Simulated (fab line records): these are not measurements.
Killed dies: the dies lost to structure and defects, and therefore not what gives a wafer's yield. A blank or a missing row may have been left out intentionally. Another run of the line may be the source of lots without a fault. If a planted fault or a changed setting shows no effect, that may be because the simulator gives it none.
Chamber matching | flow nandHarc | rieDiel-10 running NHARC_P_GATE_DESCUM_61: 3 sister chambers
The step chemistry O2, time 3 s. 6 wafers are shown with their chamber, then 4 later ones without.

## WAFERS PAIRED WITH THEIR CHAMBERS
wafer  | chamber | drypumpMotorCurrentA (A) | rfVppV (V)
L503.4 | 0       | 5.4                      | 56.9
L504.4 | 0       | 5.4                      | 56.1
L508.4 | 2       | 6.5                      | 58.0
L508.6 | 1       | 6.3                      | 56.5
L511.2 | 1       | 6.3                      | 57.1
L511.3 | 2       | 6.4                      | 57.3

## WAFERS WHOSE CHAMBER IS MISSING
wafer  | drypumpMotorCurrentA (A) | rfVppV (V)
L511.4 | 6.3                      | 58.2
L520.3 | 6.4                      | 58.2
L520.5 | 6.4                      | 56.2
L519.1 | 5.4                      | 56.8

## EACH ONE'S CHAMBER
wafer  | from the rows above     | in truth
L511.4 | can't be placed: 1 or 2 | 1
L520.3 | 2                       | 2
L520.5 | can't be placed: 1 or 2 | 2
L519.1 | 0                       | 0
Placed correctly: 2 of 4. Can't be placed from these rows: 2 (the true chamber is among the candidates in 2). Placed wrongly: 0.
How it was worked out, from the rows above alone: a wafer's distance from a chamber is the root of the sum, over the readings, of the square of ((its reading less the chamber's mean) divided by the reading's scatter). The wafer belongs to the nearest chamber; if the next one is less than 2 further off, it can't be placed. For every chamber, the mean is computed from those of its wafers that are shown. The scatter: the root of (the sum of the squares of (reading less its chamber's mean) over the shown wafers, divided by (wafers less chambers)).
